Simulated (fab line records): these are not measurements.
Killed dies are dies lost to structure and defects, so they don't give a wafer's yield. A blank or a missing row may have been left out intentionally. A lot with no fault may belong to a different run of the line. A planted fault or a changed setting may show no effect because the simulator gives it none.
Split-lot trial -- flow n5Finfet -- on a route of 1938 steps: 7 lots, 21 wafers read

== THE SPLIT ITSELF ==
At N5_BEOL_M14_SPUTTER_44 (material Ta, target thk 15 nm, time 24.19 s), the setting powerW was moved away from the recipe's 15000 W on 6 of the 21 wafers read, by +10.1% to +17.7%. For the rest of the wafers, this setting stayed at what the recipe calls for.

== FROM THE SPLIT TO THE READING: what the file shows between them, 3 steps ==
- N5_BEOL_M14_SPUTTER_45: material Cu, target thk 100 nm, time 16.67 s
- N5_BEOL_M14_ECD_47: material Cu, target thk 1248 nm
- N5_BEOL_M14_ANNEAL_48: time 90 s

== THE READING ==
barrierFieldEndpointS, in s, at N5_BEOL_M14_CMP_49 (polishes, stops on SiO2, t overpolish 5.2 s, target thk 560 nm). On this fab line, fault-free wafers typically give 11.46 s with a standard deviation of 0.27 s.

wafer,"tool, chamber at the split","powerW as run, W",against the recipe,"barrierFieldEndpointS, s",against lot-mates on the recipe
L074.4,"pvdSputter-01, -",16690,+11.3%,12.39,+0.91
L074.5,"pvdSputter-01, -",15000,recipe,11.57,-
L074.6,"pvdSputter-01, -",15000,recipe,11.38,-
L080.3,"pvdSputter-01, -",15000,recipe,11.78,-
L080.1,"pvdSputter-01, -",15000,recipe,12.03,-
L080.4,"pvdSputter-01, -",15000,recipe,11.59,-
L082.4,"pvdSputter-01, -",17530,+16.9%,11.98,+0.53
L082.1,"pvdSputter-01, -",17530,+16.9%,12.81,+1.36
L082.5,"pvdSputter-01, -",15000,recipe,11.45,-
L088.3,"pvdSputter-02, -",15000,recipe,10.94,-
L088.1,"pvdSputter-02, -",16520,+10.1%,12.13,+0.97
L088.5,"pvdSputter-02, -",15000,recipe,11.38,-
L090.2,"pvdSputter-02, -",15000,recipe,11.35,-
L090.5,"pvdSputter-02, -",17650,+17.7%,12.59,+1.24
L090.6,"pvdSputter-02, -",17650,+17.7%,12.56,+1.21
L096.2,"pvdSputter-01, -",15000,recipe,11.72,-
L096.5,"pvdSputter-01, -",15000,recipe,11.89,-
L096.6,"pvdSputter-01, -",15000,recipe,11.56,-
L095.2,"pvdSputter-01, -",15000,recipe,11.62,-
L095.3,"pvdSputter-01, -",15000,recipe,11.62,-
L095.5,"pvdSputter-01, -",15000,recipe,11.95,-

THE FIT
A straight line over all 21 wafers: barrierFieldEndpointS changes by +0.0536 s for each +1% of powerW; r = +0.82; the points scatter about the line by 0.28 s.
The same after taking each lot's own level away (the mean of its wafers on the recipe; 21 wafers): +0.0663 s for each +1%; r = +0.92; scatter 0.21 s.
On that fit, the largest move of powerW shifts the reading by 1.2 s.
The span of the lots' own levels, 11.160 to 11.800 s, comes to 2.4 times the standard deviation stated above.
So the lot-to-lot level changes the slope: the two fits differ.
Check: for one of the wafers moved furthest among these (+17.7%), held out of the fit, the line's prediction against its lot-mates is +1.17 s. It came out at +1.24 s against them.

== THESE WAFERS: OTHER SPLITS ==
These wafers also went through other splits before the reading. Each is held against what the fit with the lots' levels taken away leaves over:
other split on the same wafers,wafers away from the commonest value,r with barrierFieldEndpointS (lot level and that fit taken away)
N5_BEOL_M10_TRENCH_ETCH_37 timeS,7,-0.11
N5_BEOL_M12_SPUTTER_43 powerW,7,+0.07
N5_BEOL_M12_DEP_53 timeS,9,+0.01
N5_BEOL_M13_EXPOSE_07 doseMj,7,+0.46

== THE WHOLE CHAIN: every reading that the file lists as answering this split, in the file's order ==
step,what it does,reading,change (the file's fit),r (the file's)
N5_BEOL_M14_SPUTTER_44,"material Ta, target thk 15 nm, time 24.19 s","Ta_of_BEOL_M14_SPUTTER_44.thkNm (the simulator's own value, which no gauge read)",+0.148 nm for each +1% of the setting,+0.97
N5_BEOL_M14_CMP_49,"polishes, stops on SiO2, t overpolish 5.2 s, target thk 560 nm",barrierFieldEndpointS,+0.0699 s for each +1% of the setting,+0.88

== FILE'S OWN FIT ==
barrierFieldEndpointS changes by +0.0699 s for each +1% of powerW, r = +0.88.
